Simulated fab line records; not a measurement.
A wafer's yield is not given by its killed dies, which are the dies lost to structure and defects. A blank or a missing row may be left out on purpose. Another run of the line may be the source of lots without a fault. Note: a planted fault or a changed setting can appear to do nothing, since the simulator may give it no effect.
Chamber matching | flow n5 finfet | N5_PASSIVATION_PECVD_35 on pecvd-03 has 3 sister chambers
The step deposits SiNx from SiH4/NH3/N2, target thk 700 nm, time 151.3 s. 6 wafers are shown with their chamber, then 8 later ones without.

## EACH WAFER AND ITS CHAMBER
wafer  | chamber | throttle valve pct (%) | showerhead plenum p Torr (Torr)
L078.4 | 1       | 32.1                   | 8.68
L079.3 | 0       | 30.0                   | 8.67
L084.3 | 2       | 28.8                   | 8.66
L084.4 | 1       | 32.1                   | 8.70
L084.5 | 0       | 29.8                   | 8.69
L087.1 | 2       | 29.3                   | 8.63

## WAFERS WHOSE CHAMBER IS MISSING
wafer  | throttle valve pct (%) | showerhead plenum p Torr (Torr)
L087.3 | 31.8                   | 8.69
L087.6 | 30.2                   | 8.66
L091.3 | 29.4                   | 8.63
L091.5 | 29.4                   | 8.64
L091.6 | 30.2                   | 8.68
L095.1 | 26.0                   | 8.66
L095.4 | 30.0                   | 8.67
L095.5 | 29.3                   | 8.64

## THE CHAMBER EACH PASSED THROUGH
wafer  | from the rows above     | in truth
L087.3 | 1                       | 1
L087.6 | 0                       | 0
L091.3 | can't be placed: 2 or 0 | 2
L091.5 | can't be placed: 2 or 0 | 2
L091.6 | 0                       | 0
L095.1 | 2                       | 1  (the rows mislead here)
L095.4 | 0                       | 0
L095.5 | 2                       | 2
Correct placement for 5 of the 8. Unplaceable from these rows: 2, with the true chamber sitting among the candidates in 2. 1 placed wrongly.
How it was worked out, from the rows above alone: a wafer's distance from a chamber is the root of the sum, over the readings, of the square of ((its reading less the chamber's mean) divided by the reading's scatter). If the next closest chamber is less than 2 further off than the closest, the wafer can't be placed; otherwise it belongs to the closest. A chamber's mean is the mean of its shown wafers. The scatter: take each reading less its chamber's mean, square it, sum over the shown wafers, divide by the number of wafers less the number of chambers, and take the root.
